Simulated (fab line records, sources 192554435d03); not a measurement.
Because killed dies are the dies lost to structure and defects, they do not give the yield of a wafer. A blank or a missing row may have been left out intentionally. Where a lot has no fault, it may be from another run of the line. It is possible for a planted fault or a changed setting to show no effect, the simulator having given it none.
Matching of chambers + flow n5-finfet + N5_PASSIVATION_STRIP_14 on rie-diel-06 has 4 sister chambers
The step strips in O2. 8 wafers are shown with their chamber, then 6 later ones without.

== WAFERS WITH THEIR CHAMBER ==
| wafer  | chamber | showerhead-plenum-p-Torr (Torr) | drypump-motor-current-A (A) |
|--------|---------|---------------------------------|-----------------------------|
| L695.3 | 2       | 2.26                            | 5.34                        |
| L697.2 | 1       | 2.02                            | 5.67                        |
| L698.3 | 3       | 1.99                            | 5.89                        |
| L698.5 | 1       | 2.01                            | 5.65                        |
| L701.6 | 0       | 2.03                            | 5.53                        |
| L715.1 | 3       | 1.98                            | 5.84                        |
| L715.3 | 2       | 2.25                            | 5.35                        |
| L715.5 | 0       | 2.02                            | 5.57                        |

== WAFERS WHOSE CHAMBER IS MISSING ==
| wafer  | showerhead-plenum-p-Torr (Torr) | drypump-motor-current-A (A) |
|--------|---------------------------------|-----------------------------|
| L718.2 | 2.02                            | 5.56                        |
| L718.3 | 2.00                            | 5.67                        |
| L718.5 | 1.98                            | 5.90                        |
| L717.3 | 2.00                            | 5.65                        |
| L717.5 | 2.02                            | 5.55                        |
| L717.6 | 2.00                            | 5.64                        |

== EACH ONE'S CHAMBER ==
| wafer  | from the rows above | in truth |
|--------|---------------------|----------|
| L718.2 | 0                   | 0        |
| L718.3 | 1                   | 1        |
| L718.5 | 3                   | 3        |
| L717.3 | 1                   | 1        |
| L717.5 | 0                   | 0        |
| L717.6 | 1                   | 1        |
Correctly placed: 6 of 6. Left unplaced by these rows: 0. Wrongly placed: 0.
How it was worked out, from the rows above alone: a wafer's distance from a chamber is the root of the sum, over the readings, of the square of ((its reading less the chamber's mean) divided by the reading's scatter). If the next closest chamber is less than 2 further off than the closest, the wafer can't be placed; otherwise it belongs to the closest. Each chamber's mean is taken over the wafers shown for it. The scatter: the root of (the sum of the squares of (reading less its chamber's mean) over the shown wafers, divided by (wafers less chambers)).
